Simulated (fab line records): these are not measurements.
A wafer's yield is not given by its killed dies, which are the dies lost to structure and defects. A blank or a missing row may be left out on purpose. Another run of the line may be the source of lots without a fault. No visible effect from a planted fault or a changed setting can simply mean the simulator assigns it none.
Chamber matching	flow n5-finfet	3 sister chambers for N5_BEOL_M3_ILD_DEP_00 on pecvd-03
The step deposits SiOC from DEMS/O2, target thk 79 nm, time 15.3 s. 6 wafers are shown with their chamber, then 12 later ones without.

## EACH WAFER AND ITS CHAMBER
wafer	chamber	throttle-valve-pct (%)	showerhead-plenum-p-Torr (Torr)
L076.3	2	11.8	5.709
L084.6	2	11.5	5.706
L087.3	0	12.2	5.710
L088.1	0	12.3	5.710
L088.2	1	11.3	5.684
L088.4	1	11.4	5.676

## WAFERS WITH NO CHAMBER GIVEN
wafer	throttle-valve-pct (%)	showerhead-plenum-p-Torr (Torr)
L090.1	11.5	5.704
L090.4	11.8	5.690
L090.6	11.6	5.672
L092.1	11.4	5.699
L092.2	12.5	5.731
L092.4	11.5	5.665
L093.1	11.2	5.686
L093.4	11.6	5.693
L093.5	12.3	5.721
L095.1	12.4	5.709
L095.3	11.4	5.666
L095.6	12.3	5.714

## EACH ONE'S CHAMBER
wafer	from the rows above	in truth
L090.1	2	2
L090.4	can't be placed: 1 or 2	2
L090.6	1	1
L092.1	2	2
L092.2	0	0
L092.4	1	1
L093.1	1	1
L093.4	can't be placed: 1 or 2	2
L093.5	0	0
L095.1	0	0
L095.3	1	1
L095.6	0	0
Correct placement for 10 of the 12. Not placeable from these rows: 2 (in 2, the candidates include the true chamber). Number placed wrongly: 0.
How it was worked out, from the rows above alone: a wafer's distance from a chamber is the root of the sum, over the readings, of the square of ((its reading less the chamber's mean) divided by the reading's scatter). The wafer belongs to the nearest chamber; if the next one is less than 2 further off, it can't be placed. Each chamber's mean is taken over the wafers shown for it. The scatter: the root of (the sum of the squares of (reading less its chamber's mean) over the shown wafers, divided by (wafers less chambers)).
